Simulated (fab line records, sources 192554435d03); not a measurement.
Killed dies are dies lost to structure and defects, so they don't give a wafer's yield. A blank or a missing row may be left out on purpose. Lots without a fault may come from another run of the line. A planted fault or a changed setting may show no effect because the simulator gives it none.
Chamber matching | flow n5_finfet | N5_FIN_CUT_CUT_ETCH_15 on rie_si-05: 4 sister chambers
The step etches Si in HBr/Cl2/O2, target depth 100 nm, bt time 10 s, time 42.4 s. 22 wafers are shown with their chamber, then 11 later ones without.

WAFERS WITH THEIR CHAMBER
wafer  | chamber | drypump_motor_current_A (A) | oes_product_au (a.u.)
L075.2 | 3       | 5.8                         | 0.971
L075.3 | 1       | 6.2                         | 1.008
L075.6 | 2       | 6.4                         | 0.982
L076.1 | 1       | 6.1                         | 1.015
L076.3 | 3       | 5.8                         | 0.973
L076.6 | 1       | 6.1                         | 1.015
L081.1 | 0       | 5.2                         | 0.980
L081.2 | 1       | 6.2                         | 1.010
L081.4 | 2       | 6.4                         | 0.984
L082.2 | 2       | 6.4                         | 0.989
L082.3 | 1       | 6.1                         | 1.008
L082.4 | 0       | 5.2                         | 0.988
L086.1 | 2       | 6.4                         | 0.987
L086.3 | 1       | 6.2                         | 1.016
L086.6 | 1       | 6.2                         | 1.016
L087.2 | 3       | 5.8                         | 0.974
L087.5 | 3       | 5.8                         | 0.975
L087.6 | 2       | 6.4                         | 0.979
L088.1 | 0       | 5.2                         | 0.985
L088.4 | 3       | 5.8                         | 0.973
L088.5 | 2       | 6.4                         | 0.981
L089.1 | 3       | 5.9                         | 0.969

SIGNATURES (means of the wafers above)
reading                 | chamber 0 | chamber 1 | chamber 2 | chamber 3 | scatter within a chamber
drypump_motor_current_A | 5.200     | 6.157     | 6.400     | 5.817     | 0.0376
oes_product_au          | 0.98433   | 1.01257   | 0.98367   | 0.97250   | 0.00343
Rule: a wafer's distance from a chamber is the root of the sum, over the readings, of the square of ((its reading less the chamber's mean) divided by the reading's scatter). The wafer belongs to the nearest chamber; if the next one is less than 2 further off, it can't be placed. The scatter: the root of (the sum of the squares of (reading less its chamber's mean) over the shown wafers, divided by (wafers less chambers)).

WAFERS WITHOUT THEIR CHAMBER
wafer  | drypump_motor_current_A (A) | oes_product_au (a.u.)
L089.4 | 6.3                         | 0.983
L089.6 | 6.4                         | 0.981
L092.1 | 5.3                         | 0.985
L092.2 | 5.8                         | 0.967
L092.5 | 5.3                         | 0.992
L094.2 | 6.1                         | 1.014
L094.3 | 6.4                         | 0.983
L094.6 | 6.2                         | 1.004
L096.4 | 5.8                         | 0.976
L096.5 | 6.1                         | 1.016
L096.6 | 6.4                         | 0.986

WHICH CHAMBER EACH WENT THROUGH
wafer  | from the rows above | in truth
L089.4 | 2                   | 2
L089.6 | 2                   | 2
L092.1 | 0                   | 0
L092.2 | 3                   | 3
L092.5 | 0                   | 0
L094.2 | 1                   | 1
L094.3 | 2                   | 2
L094.6 | 1                   | 1
L096.4 | 3                   | 3
L096.5 | 1                   | 1
L096.6 | 2                   | 2
Placed correctly: 11 of 11. Can't be placed from these rows: 0. Placed wrongly: 0.
